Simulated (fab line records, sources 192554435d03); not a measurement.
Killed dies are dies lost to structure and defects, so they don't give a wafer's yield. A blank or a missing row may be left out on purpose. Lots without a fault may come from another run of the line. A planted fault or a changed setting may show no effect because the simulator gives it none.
One fault seen from 3 desks | flow n5_finfet | each desk has only its own numbers; what lay behind them comes last

THE TOOL OWNER'S DESK: ald_hk-01
The tool's own readings at N5_HKMG_FIN_ALD_75 (deposits Al2O3, target thk 1 nm, co reactant pulse time 1 s): means of the sampled wafers that have a number, for each lot that ran on this tool. A lot is out of limits, marked OUT, if its mean lies more than 4 standard deviations from the usual mean; the brackets give that distance.
Columns: A = heater_power_w at N5_HKMG_FIN_ALD_75, usual 148 W; B = precursor_pulse_height_rel at N5_HKMG_FIN_ALD_75, usual 0.999
lot  | first seen here | A   | B
L869 | day 4 00:11     | 158 | 0.990
L878 | day 6 06:11     | 168 | 1.007
L884 | day 7 14:59     | 138 | 1.010
This desk's finding: nothing out of limits on any of the 3 lots.

THE METROLOGY DESK
What the gauges read, lot by lot, whatever tool the lot ran on: means of the sampled wafers that have a number. A lot is out of limits, marked OUT, if its mean lies more than 4 standard deviations from the usual mean; the brackets give that distance. Of its 12 readings 7 are shown: those that lie furthest out on some lot.
Columns: A = cd_nm at N5_HKMG_FIN_CD_MEAS_49, usual 202.4 nm; B = NDIPOLE_OVL at N5_HKMG_FIN_OVL_MEAS_50, usual 0.4 nm; C = IOFF_N at N5_BEOL_M4_RC_MEAS_101, usual 0.18 nA/um; D = ION_P at N5_BEOL_M4_RC_MEAS_101, usual 467 uA/um; E = SS_N at N5_BEOL_M4_RC_MEAS_101, usual 71.7 mV/dec; F = VT_N at N5_BEOL_M4_RC_MEAS_101, usual 249 mV; G = VT_P at N5_BEOL_M4_RC_MEAS_101, usual -248 mV
lot  | first seen here | A     | B    | C    | D   | E    | F   | G
L869 | day 4 00:40     | 201.9 | 0.7  | 0.20 | 464 | 72.3 | 249 | -245
L870 | day 4 05:37     | 203.2 | 0.8  | 0.20 | 453 | 71.8 | 246 | -251
L877 | day 6 04:45     | 202.4 | 0.1  | 0.23 | 472 | 72.0 | 246 | -245
L878 | day 6 06:31     | 201.3 | -0.5 | 0.16 | 471 | 71.9 | 251 | -249
L884 | day 7 15:20     | 202.5 | -0.2 | 0.13 | 470 | 71.0 | 254 | -246
L892 | day 9 17:54     | 201.7 | 1.7  | 0.24 | 470 | 72.5 | 244 | -246
This desk's finding: nothing out of limits on any of the 6 lots.

THE DEFECT DESK
What the inspections along the route counted, lot by lot: means of the sampled wafers that have a number. A lot is out of limits, marked OUT, if its mean lies more than 4 standard deviations from the usual mean; the brackets give that distance.
Columns: A = raw_defect_count at N5_DUMMY_REMOVAL_INSPECT_06, usual 12; B = raw_defect_count at N5_HKMG_FIN_INSPECT_61, usual 1.9
lot  | first seen here | A  | B
L869 | day 3 23:22     | 13 | 1.0
L870 | day 4 04:19     | 11 | 4.0
L877 | day 6 03:34     | 14 | 2.3
L878 | day 6 05:21     | 20 | 1.0
L884 | day 7 14:10     | 12 | 5.0
L892 | day 9 16:35     | 9  | 2.0
This desk's finding: nothing out of limits on any of the 6 lots.

PUT TOGETHER
The tool owner's desk saw nothing out of limits.
The metrology desk saw nothing out of limits.
The defect desk saw nothing out of limits.

WHAT THE SIMULATOR HAD PUT IN
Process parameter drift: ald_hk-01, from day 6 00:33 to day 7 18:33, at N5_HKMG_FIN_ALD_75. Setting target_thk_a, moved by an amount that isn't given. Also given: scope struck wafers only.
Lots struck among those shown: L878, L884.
